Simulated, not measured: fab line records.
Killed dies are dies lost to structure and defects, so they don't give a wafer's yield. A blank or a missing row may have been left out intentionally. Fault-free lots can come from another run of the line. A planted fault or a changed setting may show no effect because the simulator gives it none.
Chamber matching -- flow n5Finfet -- N5_BEOL_M8_STRIP_36 on rieDiel-06 has 4 sister chambers
The step strips in N2/H2. 4 wafers are shown with their chamber, then 8 later ones without.

== EACH WAFER AND ITS CHAMBER ==
wafer,chamber,drypumpMotorCurrentA (A)
L082.3,0,6.8
L082.5,3,4.9
L082.6,2,5.9
L084.3,1,5.8

== WAFERS WHOSE CHAMBER IS MISSING ==
wafer,drypumpMotorCurrentA (A)
L084.5,5.7
L084.6,5.9
L091.4,5.9
L091.5,4.9
L091.6,5.9
L096.2,6.8
L096.3,5.9
L096.6,6.8

== WHICH CHAMBER EACH ONE RAN IN ==
wafer,from the rows above,in truth
L084.5,1,1
L084.6,2,2
L091.4,2,2
L091.5,3,3
L091.6,2,2
L096.2,0,0
L096.3,2,2
L096.6,0,0
8 of 8 placed correctly. Left unplaced by these rows: 0. Wrongly placed: 0.
How it was worked out, from the rows above alone: a wafer's distance from a chamber is the root of the sum, over the readings, of the square of ((its reading less the chamber's mean) divided by the reading's scatter). The wafer belongs to the nearest chamber; if the next one is less than 2 further off, it can't be placed. Each chamber's mean is taken over the wafers shown for it. The scatter (one wafer shown for each chamber): square how far every hidden wafer sits from the nearest shown wafer, average those squares and take the square root.
